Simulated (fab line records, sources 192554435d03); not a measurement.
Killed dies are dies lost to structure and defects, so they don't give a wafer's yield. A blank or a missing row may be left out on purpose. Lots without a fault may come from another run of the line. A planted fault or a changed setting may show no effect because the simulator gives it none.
Split-lot experiment | flow n5_finfet | 7 lots, 21 wafers read, on a route of 1938 steps

THE SPLIT
At N5_HKMG_FIN_EXPOSE_09 (exposes mask NWFM), the setting dose_mj was moved away from the recipe's 39.25 on 5 of the 21 wafers read, by -3.7% to +5.3%. The other wafers ran this setting at the recipe's value.

FROM THE SPLIT TO THE READING: what the file shows between them, 1 step
- N5_HKMG_FIN_DEVELOP_11: develop time 30 s (also split here: develop_time_s)

THE READING
cd_nm, in nm, at N5_HKMG_FIN_CD_MEAS_12 (target cd 92.8 nm). Fault-free wafers of this fab line usually give 92.7 nm, standard deviation 0.56 nm.

wafer  | tool, chamber at the split | dose_mj as run | against the recipe | cd_nm, nm | against lot-mates on the recipe
L074.2 | arfi_scanner-02, 0         | 39.25          | recipe             | 92.9      | -
L074.3 | arfi_scanner-02, 0         | 39.25          | recipe             | 92.8      | -
L074.4 | arfi_scanner-02, 0         | 39.25          | recipe             | 92.4      | -
L077.3 | arfi_scanner-01, 0         | 39.25          | recipe             | 92.6      | -
L077.4 | arfi_scanner-01, 0         | 41.02          | +4.5%              | 95.7      | +2.5
L077.6 | arfi_scanner-01, 0         | 39.25          | recipe             | 93.8      | -
L080.1 | arfi_scanner-03, 0         | 39.25          | recipe             | 92.4      | -
L080.3 | arfi_scanner-03, 0         | 39.25          | recipe             | 93.2      | -
L080.5 | arfi_scanner-03, 0         | 39.25          | recipe             | 92.8      | -
L082.1 | arfi_scanner-01, 0         | 39.25          | recipe             | 93.2      | -
L082.2 | arfi_scanner-01, 0         | 40.89          | +4.2%              | 95.4      | +2.5
L082.3 | arfi_scanner-01, 0         | 39.25          | recipe             | 92.6      | -
L087.2 | arfi_scanner-01, 0         | 39.25          | recipe             | 91.9      | -
L087.5 | arfi_scanner-01, 0         | 39.25          | recipe             | 92.2      | -
L087.6 | arfi_scanner-01, 0         | 37.79          | -3.7%              | 90.5      | -1.6
L095.2 | arfi_scanner-03, 0         | 39.25          | recipe             | 92.3      | -
L095.4 | arfi_scanner-03, 0         | 39.25          | recipe             | 91.9      | -
L095.5 | arfi_scanner-03, 0         | 39.25          | recipe             | 92.3      | -
L096.2 | arfi_scanner-03, 0         | 39.25          | recipe             | 92.9      | -
L096.4 | arfi_scanner-03, 0         | 41.34          | +5.3%              | 96.0      | +3.1
L096.6 | arfi_scanner-03, 0         | 41.34          | +5.3%              | 97.1      | +4.2

THE FIT
A straight line over all 21 wafers: cd_nm changes by +0.687 nm for each +1% of dose_mj; r = +0.95; the points scatter about the line by 0.5 nm.
The same after taking each lot's own level away (the mean of its wafers on the recipe; 21 wafers): +0.603 nm for each +1%; r = +0.96; scatter 0.39 nm.
On that fit, the largest move of dose_mj shifts the reading by 3.2 nm.
The lots' own levels span 92.05 to 93.20 nm, that is 2.1 times the standard deviation above.
So the lot-to-lot level changes the slope: the two fits differ.
Check: with one of the wafers moved furthest among these (+5.3%) left out of the fit, the line predicts +3.34 nm for it against its lot-mates. It came out at +3.1 nm against them.

OTHER SPLITS ON THESE WAFERS
These wafers also went through other splits before the reading. Each is held against what the fit with the lots' levels taken away leaves over:
other split on the same wafers        | wafers away from the commonest value | r with cd_nm (lot level and that fit taken away)
N5_SD_EPI_N_DEVELOP_08 develop_time_s | 8                                    | -0.28
N5_ILD0_CMP_03 down_force_psi         | 9                                    | -0.02
N5_ILD0_ALD_15 ald_cycles             | 9                                    | +0.38
N5_HKMG_FIN_DEVELOP_11 develop_time_s | 6                                    | +0.55

THE FILE'S OWN FIT
cd_nm changes by +0.588 nm for each +1% of dose_mj, r = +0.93.
